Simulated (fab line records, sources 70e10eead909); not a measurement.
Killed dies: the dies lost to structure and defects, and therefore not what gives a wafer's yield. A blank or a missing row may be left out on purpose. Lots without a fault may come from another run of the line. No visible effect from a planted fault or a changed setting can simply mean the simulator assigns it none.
Matching of chambers | flow nand harc | NHARC_A_CONTACT_ETCH_88 on rie diel-05 has 4 sister chambers
The step etches the open film in CF4, target depth 39 nm, time 65 s. 16 wafers are shown with their chamber, then 8 later ones without.

== WAFERS PAIRED WITH THEIR CHAMBERS ==
wafer  | chamber | showerhead plenum p Torr (Torr) | drypump motor current A (A) | rf vpp V (V)
L078.1 | 1       | 1.72                            | 6.1                         | 151.1
L078.3 | 2       | 1.82                            | 6.5                         | 151.3
L078.6 | 1       | 1.72                            | 6.1                         | 150.6
L074.1 | 3       | 1.68                            | 5.5                         | 150.1
L074.5 | 0       | 1.76                            | 5.2                         | 151.2
L074.6 | 1       | 1.72                            | 6.1                         | 151.3
L076.1 | 2       | 1.82                            | 6.4                         | 151.9
L076.2 | 0       | 1.76                            | 5.3                         | 150.7
L076.6 | 1       | 1.72                            | 6.1                         | 151.2
L081.2 | 0       | 1.76                            | 5.2                         | 150.5
L081.3 | 1       | 1.72                            | 6.1                         | 150.3
L081.6 | 2       | 1.82                            | 6.5                         | 150.5
L089.2 | 3       | 1.68                            | 5.5                         | 148.6
L089.4 | 0       | 1.75                            | 5.2                         | 151.8
L089.5 | 1       | 1.72                            | 6.1                         | 151.4
L093.1 | 3       | 1.68                            | 5.5                         | 150.5

SIGNATURES, as means of the wafers listed above
reading                  | chamber 0 | chamber 1 | chamber 2 | chamber 3 | scatter within a chamber
showerhead plenum p Torr | 1.7575    | 1.7200    | 1.8200    | 1.6800    | 0.0025
drypump motor current A  | 5.225     | 6.100     | 6.467     | 5.500     | 0.0344
rf vpp V                 | 151.050   | 150.983   | 151.233   | 149.733   | 0.642
Rule: for a wafer and a chamber, the distance is found by dividing, reading by reading, the gap between the wafer's reading and the chamber's mean by the reading's scatter, squaring, summing and taking the root. If the next closest chamber is less than 2 further off than the closest, the wafer can't be placed; otherwise it belongs to the closest. How the scatter is found: for the shown wafers, subtract from each reading the mean of its chamber, square and add these, divide the total by (wafers less chambers), then take the root.

== WAFERS WITHOUT THEIR CHAMBER ==
wafer  | showerhead plenum p Torr (Torr) | drypump motor current A (A) | rf vpp V (V)
L093.2 | 1.75                            | 5.3                         | 151.4
L093.6 | 1.68                            | 5.5                         | 152.7
L090.1 | 1.68                            | 5.5                         | 151.1
L090.2 | 1.81                            | 6.4                         | 150.6
L090.6 | 1.81                            | 6.4                         | 152.7
L096.1 | 1.81                            | 6.4                         | 150.3
L096.4 | 1.81                            | 6.4                         | 152.7
L096.5 | 1.75                            | 5.3                         | 150.7

== CHAMBER TAKEN BY EACH ==
wafer  | from the rows above | in truth
L093.2 | 0                   | 0
L093.6 | 3                   | 3
L090.1 | 3                   | 3
L090.2 | 2                   | 2
L090.6 | 2                   | 2
L096.1 | 2                   | 2
L096.4 | 2                   | 2
L096.5 | 0                   | 0
Correct placement for 8 of the 8. Can't be placed from these rows: 0. Number placed wrongly: 0.
